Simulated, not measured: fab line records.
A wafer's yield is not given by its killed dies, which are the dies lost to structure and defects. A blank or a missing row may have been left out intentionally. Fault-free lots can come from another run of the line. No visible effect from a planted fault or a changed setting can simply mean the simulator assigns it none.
2 desks looking at one fault :: flow n5Finfet :: what lay behind the numbers comes last; until then each desk has only its own

== AT THE TOOL OWNER'S DESK: pvdSputter-03 ==
The tool's own readings at N5_BEOL_M8_SPUTTER_48 (material Cu, target thk 10 nm, time 1.667 s): means of the sampled wafers that have a number, for each lot that ran on this tool. Any lot whose mean is over 4 standard deviations away from the usual mean is out of limits and marked OUT; that distance is given in the brackets.
Columns: A = biasV at N5_BEOL_M8_SPUTTER_48, usual 60.0 V; B = cathodeDcPowerW at N5_BEOL_M8_SPUTTER_48, usual 26001 W; C = substrateTempC at N5_BEOL_M8_SPUTTER_48, usual -20.01 C; D = throttleValvePct at N5_BEOL_M8_SPUTTER_48, usual 30.4 %
lot: L462
first seen here: day 10 00:04
A: 60.2
B: 25999
C: -19.99
D: 29.9

lot: L468
first seen here: day 11 11:51
A: 60.5
B: 25997
C: -19.99
D: 30.7

lot: L483
first seen here: day 15 15:26
A: 60.2
B: 26002
C: -20.04
D: 30.4
This desk found nothing out of limits on any of the 3 lots.

== THE METROLOGY DESK ==
What the gauges read, lot by lot, whatever tool the lot ran on: means of the sampled wafers that have a number. Any lot whose mean is over 4 standard deviations away from the usual mean is out of limits and marked OUT; that distance is given in the brackets. Of its 10 readings 7 are shown: those that lie furthest out on some lot.
Columns: A = DIBL_P at N5_BEOL_M4_RC_MEAS_101, usual 36.1 mV/V; B = IOFF_N at N5_BEOL_M4_RC_MEAS_101, usual 0.16 nA/um; C = IOFF_P at N5_BEOL_M4_RC_MEAS_101, usual 0.22 nA/um; D = ION_P at N5_BEOL_M4_RC_MEAS_101, usual 465 uA/um; E = SS_P at N5_BEOL_M4_RC_MEAS_101, usual 73.2 mV/dec; F = VT_N at N5_BEOL_M4_RC_MEAS_101, usual 250 mV; G = VT_P at N5_BEOL_M4_RC_MEAS_101, usual -249 mV
lot: L462
first seen here: day 8 09:48
A: 35.3
B: 0.14
C: 0.19
D: 465
E: 72.4
F: 249
G: -250

lot: L461
first seen here: day 8 23:46
A: 38.0
B: 0.15
C: 0.24
D: 467
E: 73.6
F: 252
G: -247

lot: L463
first seen here: day 9 04:04
A: 35.6
B: 0.17
C: 0.22
D: 464
E: 73.6
F: 246
G: -249

lot: L466
first seen here: day 9 14:08
A: 35.6
B: 0.15
C: 0.22
D: 467
E: 73.0
F: 248
G: -249

lot: L468
first seen here: day 9 21:13
A: 38.0
B: 0.19
C: 0.25
D: 463
E: 73.5
F: 247
G: -245

lot: L475
first seen here: day 12 00:40
A: 35.2
B: 0.15
C: 0.21
D: 469
E: 72.7
F: 252
G: -248

lot: L478
first seen here: day 12 08:16
A: 38.6
B: 0.16
C: 0.20
D: 464
E: 73.8
F: 250
G: -252

lot: L479
first seen here: day 13 05:14
A: 35.8
B: 0.15
C: 0.19
D: 457
E: 73.6
F: 253
G: -253

lot: L482
first seen here: day 13 10:43
A: 36.6
B: 0.17
C: 0.22
D: 460
E: 74.0
F: 250
G: -249

lot: L483
first seen here: day 14 02:49
A: 35.5
B: 0.14
C: 0.17
D: 453
E: 72.8
F: 255
G: -255
This desk found nothing out of limits on any of the 10 lots.

== BROUGHT TOGETHER ==
Nothing out of limits was seen by the tool owner's desk.
From the metrology desk's view, nothing was out of limits.

== WHAT THE SIMULATOR HAD PUT IN ==
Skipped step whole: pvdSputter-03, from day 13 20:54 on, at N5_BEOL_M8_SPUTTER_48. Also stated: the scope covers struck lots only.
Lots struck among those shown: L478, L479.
